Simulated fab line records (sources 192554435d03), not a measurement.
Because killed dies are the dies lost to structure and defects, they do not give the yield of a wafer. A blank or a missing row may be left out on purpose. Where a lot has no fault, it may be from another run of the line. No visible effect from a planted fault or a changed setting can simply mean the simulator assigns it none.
Chamber matching -- flow n5Finfet -- N5_PMOS_HMC_CHANNEL_EPI_CMP_21 on cmp-01 has 4 sister chambers
The step polishes SiGe30, target thk 54 nm. 8 wafers are shown with their chamber, then 9 later ones without.

EACH WAFER AND ITS CHAMBER
wafer,chamber,motorCurrentA (A)
L075.4,1,11.0
L078.2,2,12.4
L079.1,1,12.0
L083.2,0,11.2
L083.6,0,11.2
L084.2,3,11.2
L084.3,2,12.1
L084.6,3,11.6

WAFERS WITH NO CHAMBER GIVEN
wafer,motorCurrentA (A)
L087.3,11.9
L087.4,11.6
L087.5,11.8
L089.1,12.1
L089.2,11.1
L089.6,11.5
L092.1,11.4
L092.2,12.1
L092.5,10.3

CHAMBER TAKEN BY EACH
wafer,from the rows above,in truth
L087.3,can't be placed: 2 or 1 or 3 or 0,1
L087.4,can't be placed: 1 or 3 or 0 or 2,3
L087.5,can't be placed: 1 or 3 or 2 or 0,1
L089.1,can't be placed: 2 or 1 or 3 or 0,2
L089.2,can't be placed: 0 or 3 or 1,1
L089.6,can't be placed: 1 or 3 or 0 or 2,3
L092.1,can't be placed: 3 or 1 or 0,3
L092.2,can't be placed: 2 or 1 or 3 or 0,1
L092.5,can't be placed: 0 or 3 or 1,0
0 of 9 placed correctly. These rows do not allow placing 9 (true chamber among the candidates in 9). Placed wrongly: 0.
How it was worked out, from the rows above alone: a wafer's distance from a chamber is the root of the sum, over the readings, of the square of ((its reading less the chamber's mean) divided by the reading's scatter). The wafer belongs to the nearest chamber; if the next one is less than 2 further off, it can't be placed. A chamber's mean is the mean of its shown wafers. The scatter is the square root of a quotient: the sum, over the shown wafers, of each reading's squared deviation from its chamber's mean, divided by wafers minus chambers.
